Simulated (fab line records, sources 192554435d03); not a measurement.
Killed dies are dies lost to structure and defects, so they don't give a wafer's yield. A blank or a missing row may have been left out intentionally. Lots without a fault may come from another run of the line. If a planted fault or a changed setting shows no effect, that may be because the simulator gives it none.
Chamber matching | flow n5Finfet | aldMetal-04 running N5_BEOL_M7_ALD_77: 4 sister chambers
The step deposits TaN, target thk 2 nm, pulse time 2 s, purge time 3 s. 4 wafers are shown with their chamber, then 12 later ones without.

WAFERS WITH THEIR CHAMBER
wafer  | chamber | heaterPowerW (W)
L086.2 | 2       | 422
L091.2 | 0       | 459
L091.3 | 1       | 378
L091.6 | 3       | 407

WAFERS WITHOUT THEIR CHAMBER
wafer  | heaterPowerW (W)
L092.1 | 449
L092.2 | 404
L092.3 | 419
L094.2 | 451
L094.3 | 401
L094.4 | 444
L095.1 | 437
L095.4 | 385
L095.5 | 433
L097.3 | 373
L097.4 | 443
L097.5 | 396

CHAMBER TAKEN BY EACH
wafer  | from the rows above          | in truth
L092.1 | can't be placed: 0 or 2      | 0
L092.2 | can't be placed: 3 or 2      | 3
L092.3 | can't be placed: 2 or 3      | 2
L094.2 | 0                            | 0
L094.3 | can't be placed: 3 or 2 or 1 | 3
L094.4 | can't be placed: 0 or 2      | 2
L095.1 | can't be placed: 2 or 0 or 3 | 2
L095.4 | can't be placed: 1 or 3      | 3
L095.5 | can't be placed: 2 or 0 or 3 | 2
L097.3 | 1                            | 1
L097.4 | can't be placed: 0 or 2 or 3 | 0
L097.5 | can't be placed: 3 or 1 or 2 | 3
2 of 12 placed correctly. From these rows, 10 cannot be placed; in 10 the true chamber is one of the candidates. Wrongly placed: 0.
How it was worked out, from the rows above alone: a wafer's distance from a chamber is the root of the sum, over the readings, of the square of ((its reading less the chamber's mean) divided by the reading's scatter). The wafer belongs to the nearest chamber; if the next one is less than 2 further off, it can't be placed. A chamber's mean is the mean of its shown wafers. The scatter (one wafer shown for each chamber): square how far every hidden wafer sits from the nearest shown wafer, average those squares and take the square root.
